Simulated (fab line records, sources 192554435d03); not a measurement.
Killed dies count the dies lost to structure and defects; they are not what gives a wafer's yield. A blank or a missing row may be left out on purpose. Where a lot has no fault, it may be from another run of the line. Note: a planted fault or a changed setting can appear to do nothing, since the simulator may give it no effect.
Which of the tools did it?	flow n5_finfet	Sampling: 21 lots, 63 wafers, 5 of 1938 route steps

WHAT EACH GAUGE READ, for each wafer
N5_BEOL_M0_SAQP_CD_MEAS_29 targets a cd of 14.4 nm. Usual: cd_nm reads 14.93 nm (standard deviation 0.2).
lot	measured	on	cd_nm (nm)	flag
L074	day 5 15:53	cd_sem-01	15.12 15.12 15.02	
L075	day 6 05:25	cd_sem-03	14.92 14.78 15.46	
L078	day 6 16:35	cd_sem-01	15.05 15.14 14.80	
L079	day 6 18:57	cd_sem-01	15.11 14.93 15.05	
L080	day 7 01:06	cd_sem-03	14.88 14.86 14.48	
L081	day 7 09:10	cd_sem-01	15.18 14.72 14.73	
L082	day 7 16:09	cd_sem-01	15.14 15.06 14.81	
L083	day 7 20:52	cd_sem-01	15.05 14.78 14.51	
L084	day 8 08:34	cd_sem-03	15.09 15.02 15.08	
L085	day 8 10:14	cd_sem-01	14.74 14.92 15.01	
L087	day 9 03:22	cd_sem-02	14.86 14.95 14.92	
L088	day 9 03:35	cd_sem-01	14.89 14.95 14.81	
L089	day 9 11:22	cd_sem-03	14.98 14.64 15.51	
L090	day 9 16:08	cd_sem-02	14.77 14.75 14.83	
L091	day 10 02:57	cd_sem-02	14.70 14.99 15.03	
L092	day 10 03:41	cd_sem-01	14.67 14.70 14.63	
L093	day 10 17:01	cd_sem-03	14.98 15.36 14.98	
L094	day 11 00:02	cd_sem-03	14.79 14.91 15.12	
L095	day 11 00:10	cd_sem-01	14.85 15.14 15.11	
L096	day 11 10:07	cd_sem-01	15.15 14.92 15.10	
L097	day 11 12:25	cd_sem-01	14.76 14.76 14.85	

WHAT TOOL EACH LOT RAN ON (gives the tool, then ch and the chambers of the sampled wafers, and finally the start)
lot	N5_MOL_CONTACT_COAG_STRIP_72	N5_BEOL_M0_SAQP_ETCH_106	N5_BEOL_M0_SAQP_ETCH_107	N5_BEOL_M0_SAQP_STRIP_108
L074	rie_diel-05 ch 1,2, day 5 06:17	rie_diel-02 ch 0,2,3, day 5 14:50	rie_diel-02 ch 0,2,3, day 5 14:53	rie_diel-02 ch 0,2,3, day 5 14:56
L075	rie_diel-06 ch 0,1, day 5 17:23	rie_diel-01 ch 0,2,3, day 6 04:19	rie_diel-01 ch 0,2,3, day 6 04:23	rie_diel-01 ch 0,2,3, day 6 04:25
L078	rie_diel-04 ch 0,1,2, day 6 06:20	rie_diel-03 ch 1,3, day 6 15:32	rie_diel-03 ch 1,3, day 6 15:35	rie_diel-03 ch 1,3, day 6 15:38
L079	rie_diel-06 ch 0,3, day 6 09:11	rie_diel-03 ch 0,3, day 6 17:23	rie_diel-03 ch 0,3, day 6 17:26	rie_diel-03 ch 0,3, day 6 17:29
L080	rie_diel-06 ch 0,1,3, day 6 15:26	rie_diel-03 ch 0,2, day 6 23:58	rie_diel-03 ch 0,2, day 7 00:02	rie_diel-03 ch 0,2, day 7 00:04
L081	rie_diel-06 ch 0,1,3, day 6 22:11	rie_diel-03 ch 2,3, day 7 08:07	rie_diel-03 ch 2,3, day 7 08:10	rie_diel-03 ch 2,3, day 7 08:13
L082	rie_diel-04 ch 0,3, day 7 06:07	rie_diel-01 ch 1,2, day 7 14:31	rie_diel-01 ch 1,2, day 7 14:34	rie_diel-01 ch 1,2, day 7 14:37
L083	rie_diel-04 ch 1,2, day 7 11:04	rie_diel-03 ch 0,1,2, day 7 19:43	rie_diel-03 ch 0,1,2, day 7 19:46	rie_diel-03 ch 0,1,2, day 7 19:48
L084	rie_diel-04 ch 1,2, day 7 21:04	rie_diel-01 ch 0,1,2, day 8 07:11	rie_diel-01 ch 0,1,2, day 8 07:14	rie_diel-01 ch 0,1,2, day 8 07:17
L085	rie_diel-05 ch 0,1, day 7 21:37	rie_diel-01 ch 0,2,3, day 8 09:04	rie_diel-01 ch 0,2,3, day 8 09:08	rie_diel-01 ch 0,2,3, day 8 09:10
L087	rie_diel-05 ch 0,1,2, day 8 14:35	rie_diel-01 ch 2,3, day 9 02:18	rie_diel-01 ch 2,3, day 9 02:22	rie_diel-01 ch 2,3, day 9 02:24
L088	rie_diel-04 ch 0,2,3, day 8 17:08	rie_diel-01 ch 1,2,3, day 9 02:32	rie_diel-01 ch 1,2,3, day 9 02:35	rie_diel-01 ch 1,2,3, day 9 02:38
L089	rie_diel-05 ch 0,2, day 9 01:23	rie_diel-02 ch 1,2, day 9 10:05	rie_diel-02 ch 1,2, day 9 10:08	rie_diel-02 ch 1,2, day 9 10:11
L090	rie_diel-05 ch 0,1,3, day 9 05:34	rie_diel-01 ch 0,2,3, day 9 15:01	rie_diel-01 ch 0,2,3, day 9 15:05	rie_diel-01 ch 0,2,3, day 9 15:07
L091	rie_diel-06 ch 1,2,3, day 9 12:59	rie_diel-02 ch 1,3, day 10 01:33	rie_diel-02 ch 1,3, day 10 01:37	rie_diel-02 ch 1,3, day 10 01:39
L092	rie_diel-06 ch 1,2,3, day 9 14:49	rie_diel-03 ch 1,2,3, day 10 02:08	rie_diel-03 ch 1,2,3, day 10 02:12	rie_diel-03 ch 1,2,3, day 10 02:14
L093	rie_diel-06 ch 0,3, day 10 07:16	rie_diel-03 ch 0,1,2, day 10 15:58	rie_diel-03 ch 0,1,2, day 10 16:01	rie_diel-03 ch 0,1,2, day 10 16:04
L094	rie_diel-05 ch 0,1,3, day 10 07:35	rie_diel-03 ch 0,1, day 10 21:10	rie_diel-03 ch 0,1, day 10 21:13	rie_diel-03 ch 0,1, day 10 21:16
L095	rie_diel-06 ch 0,2,3, day 10 09:13	rie_diel-01 ch 1,2,3, day 10 21:38	rie_diel-01 ch 1,2,3, day 10 21:42	rie_diel-01 ch 1,2,3, day 10 21:44
L096	rie_diel-04 ch 0,2,3, day 10 22:46	rie_diel-01 ch 0,2,3, day 11 08:16	rie_diel-01 ch 0,2,3, day 11 08:20	rie_diel-01 ch 0,2,3, day 11 08:22
L097	rie_diel-05 ch 0,2, day 11 01:53	rie_diel-02 ch 0,1,3, day 11 11:21	rie_diel-02 ch 0,1,3, day 11 11:25	rie_diel-02 ch 0,1,3, day 11 11:27
- N5_MOL_CONTACT_COAG_STRIP_72: strips in N2/H2.
- N5_BEOL_M0_SAQP_ETCH_106: etches SOC in N2/H2, stops on SiNx, target depth 150 nm.
- N5_BEOL_M0_SAQP_ETCH_107: etches SiNx in CH3F/O2, target depth 30 nm.
- N5_BEOL_M0_SAQP_STRIP_108: strips in N2/H2.

WHAT THE TOOLS THEMSELVES READ (means of the sampled wafers that have a number; where no wafer has one, the mark that the record gives instead)
N5_MOL_CONTACT_COAG_STRIP_72. Usual: drypump_motor_current_A 5.8 A, standard deviation 0.44; oes_product_au 0.79 a.u., standard deviation 0.11; rf_vpp_V 59.2 V, standard deviation 2; showerhead_plenum_p_Torr 2.56 Torr, standard deviation 0.08; throttle_valve_pct 23.6 %, standard deviation 0.34.
lot	tool	drypump_motor_current_A (A)	oes_product_au (a.u.)	rf_vpp_V (V)	showerhead_plenum_p_Torr (Torr)	throttle_valve_pct (%)	flag
L074	rie_diel-05	6.0	0.91	60.6	2.63	23.4	
L075	rie_diel-06	6.1	0.70	59.2	2.53	23.4	
L078	rie_diel-04	5.5	0.75	59.4	2.63	23.8	
L079	rie_diel-06	5.4	0.78	57.8	2.47	23.4	
L080	rie_diel-06	5.8	0.78	60.4	2.53	23.4	
L081	rie_diel-06	5.8	0.78	60.4	2.53	23.4	
L082	rie_diel-04	5.3	0.70	58.7	2.53	23.7	
L083	rie_diel-04	5.7	0.79	60.1	2.65	23.7	
L084	rie_diel-04	5.5	0.76	60.2	2.64	24.0	
L085	rie_diel-05	5.9	0.93	58.4	2.56	23.5	
L087	rie_diel-05	5.7	0.86	59.6	2.59	23.7	
L088	rie_diel-04	5.5	0.73	60.9	2.58	23.7	
L089	rie_diel-05	5.6	0.81	60.8	2.62	23.9	
L090	rie_diel-05	5.9	0.83	57.1	2.53	23.8	
L091	rie_diel-06	6.2	0.92	59.9	2.59	23.2	
L092	rie_diel-06	6.2	0.93	59.9	2.59	23.2	
L093	rie_diel-06	5.5	0.73	57.7	2.46	23.4	
L094	rie_diel-05	5.9	0.83	58.0	2.53	23.8	
L095	rie_diel-06	5.8	0.80	60.0	2.52	23.3	
L096	rie_diel-04	5.5	0.80	58.3	2.57	23.5	
L097	rie_diel-05	5.5	0.85	60.8	2.56	24.0	

N5_BEOL_M0_SAQP_ETCH_106. Usual: drypump_motor_current_A 6.0 A, standard deviation 0.39; oes_product_au 0.77 a.u., standard deviation 0.091; rf_vpp_V 240.6 V, standard deviation 1.2; showerhead_plenum_p_Torr 2.54 Torr, standard deviation 0.066; throttle_valve_pct 17.78 %, standard deviation 0.24.
lot	tool	drypump_motor_current_A (A)	oes_product_au (a.u.)	rf_vpp_V (V)	showerhead_plenum_p_Torr (Torr)	throttle_valve_pct (%)	flag
L074	rie_diel-02	6.1	0.78	240.4	2.48	17.72	
L075	rie_diel-01	6.1	0.71	241.4	2.58	17.89	
L078	rie_diel-03	6.3	0.69	240.9	2.58	17.86	
L079	rie_diel-03	6.1	0.74	242.2	2.60	17.79	
L080	rie_diel-03	5.7	0.78	241.1	2.54	17.68	
L081	rie_diel-03	6.5	0.72	241.3	2.55	17.87	
L082	rie_diel-01	6.0	0.79	240.5	2.58	17.89	
L083	rie_diel-03	5.9	0.82	240.8	2.52	17.64	
L084	rie_diel-01	6.1	0.85	240.3	2.56	17.69	
L085	rie_diel-01	6.0	0.78	241.1	2.57	17.76	
L087	rie_diel-01	5.9	0.70	241.5	2.56	17.99	
L088	rie_diel-01	6.0	0.76	240.0	2.54	17.92	
L089	rie_diel-02	5.7	0.68	238.8	2.40	18.19	
L090	rie_diel-01	6.1	0.77	240.9	2.57	17.77	
L091	rie_diel-02	5.8	0.72	238.7	2.41	17.94	
L092	rie_diel-03	6.2	0.77	241.7	2.53	17.76	
L093	rie_diel-03	5.9	0.79	240.4	2.51	17.68	
L094	rie_diel-03	5.7	0.85	240.3	2.51	17.55	
L095	rie_diel-01	6.0	0.76	240.3	2.54	17.94	
L096	rie_diel-01	6.0	0.77	241.5	2.56	17.79	
L097	rie_diel-02	6.1	0.76	239.2	2.47	17.72	

N5_BEOL_M0_SAQP_ETCH_107. Usual: drypump_motor_current_A 6.0 A, standard deviation 0.39; oes_product_au 0.78 a.u., standard deviation 0.095; rf_vpp_V 298 V, standard deviation 9; showerhead_plenum_p_Torr 2.00 Torr, standard deviation 0.054; throttle_valve_pct 16.34 %, standard deviation 0.2.
lot	tool	drypump_motor_current_A (A)	oes_product_au (a.u.)	rf_vpp_V (V)	showerhead_plenum_p_Torr (Torr)	throttle_valve_pct (%)	flag
L074	rie_diel-02	6.1	0.79	302	1.95	16.26	
L075	rie_diel-01	6.0	0.71	299	2.04	16.49	
L078	rie_diel-03	6.3	0.70	287	2.02	16.41	
L079	rie_diel-03	6.0	0.74	286	2.04	16.30	
L080	rie_diel-03	5.7	0.78	303	1.99	16.22	
L081	rie_diel-03	6.5	0.72	296	1.99	16.31	
L082	rie_diel-01	6.0	0.79	302	2.03	16.44	
L083	rie_diel-03	5.9	0.84	304	1.97	16.18	
L084	rie_diel-01	6.1	0.86	298	2.02	16.30	
L085	rie_diel-01	6.0	0.79	298	2.04	16.35	
L087	rie_diel-01	5.9	0.71	300	2.02	16.48	
L088	rie_diel-01	6.0	0.77	299	2.00	16.44	
L089	rie_diel-02	5.7	0.68	296	1.89	16.77	
L090	rie_diel-01	6.0	0.78	298	2.04	16.37	
L091	rie_diel-02	5.8	0.73	297	1.91	16.60	
L092	rie_diel-03	6.3	0.78	296	1.98	16.27	
L093	rie_diel-03	5.9	0.80	305	1.97	16.22	
L094	rie_diel-03	5.6	0.87	305	1.97	16.16	
L095	rie_diel-01	6.0	0.77	299	2.00	16.47	
L096	rie_diel-01	6.0	0.77	298	2.03	16.39	
L097	rie_diel-02	6.1	0.76	299	1.95	16.34	

N5_BEOL_M0_SAQP_STRIP_108. Usual: drypump_motor_current_A 6.0 A, standard deviation 0.39; oes_product_au 0.78 a.u., standard deviation 0.1; rf_vpp_V 121.9 V, standard deviation 0.91; showerhead_plenum_p_Torr 3.35 Torr, standard deviation 0.084; throttle_valve_pct 18.9 %, standard deviation 0.4.
lot	tool	drypump_motor_current_A (A)	oes_product_au (a.u.)	rf_vpp_V (V)	showerhead_plenum_p_Torr (Torr)	throttle_valve_pct (%)	flag
L074	rie_diel-02	6.1	0.79	121.8	3.28	18.8	
L075	rie_diel-01	6.0	0.71	121.6	3.41	19.1	
L078	rie_diel-03	6.3	0.70	122.2	3.41	18.9	
L079	rie_diel-03	6.1	0.74	123.2	3.43	18.9	
L080	rie_diel-03	5.7	0.77	120.8	3.35	18.8	
L081	rie_diel-03	6.5	0.72	122.0	3.36	19.1	
L082	rie_diel-01	6.0	0.79	122.1	3.41	19.0	
L083	rie_diel-03	5.9	0.85	121.8	3.33	18.6	
L084	rie_diel-01	6.1	0.86	121.9	3.38	18.7	
L085	rie_diel-01	6.0	0.81	122.1	3.40	19.0	
L087	rie_diel-01	6.0	0.72	122.0	3.38	19.4	
L088	rie_diel-01	6.0	0.78	121.5	3.36	19.1	
L089	rie_diel-02	5.7	0.68	121.4	3.18	19.3	
L090	rie_diel-01	6.0	0.78	122.6	3.39	19.0	
L091	rie_diel-02	5.8	0.73	121.0	3.20	19.0	
L092	rie_diel-03	6.3	0.78	122.0	3.35	18.8	
L093	rie_diel-03	5.9	0.81	122.4	3.32	18.7	
L094	rie_diel-03	5.7	0.88	121.8	3.31	18.4	
L095	rie_diel-01	6.0	0.77	121.4	3.35	19.2	
L096	rie_diel-01	6.0	0.78	121.9	3.39	19.0	
L097	rie_diel-02	6.1	0.77	121.6	3.26	18.8	

THE ANSWER, worked out from the rows above alone
Rule: take the mean of a lot's wafers that have a number; if it is more than 3 standard deviations from the usual mean, the lot is off. Also off: a lot with no number at a reading for which 4 or more lots have one. Where the step has rows for the other lots, those lots are counted as sound. After the gauges, taken in route order, come the tools' own readings; for these a lot's mean is taken, as printed above. The first step at which some lot is off is used, and at that step the reading that is off furthest; a lot without a number counts as furthest.
No lot is off on any of the readings shown, so nothing can be concluded from this.

WHAT THE SIMULATOR HAD INSERTED
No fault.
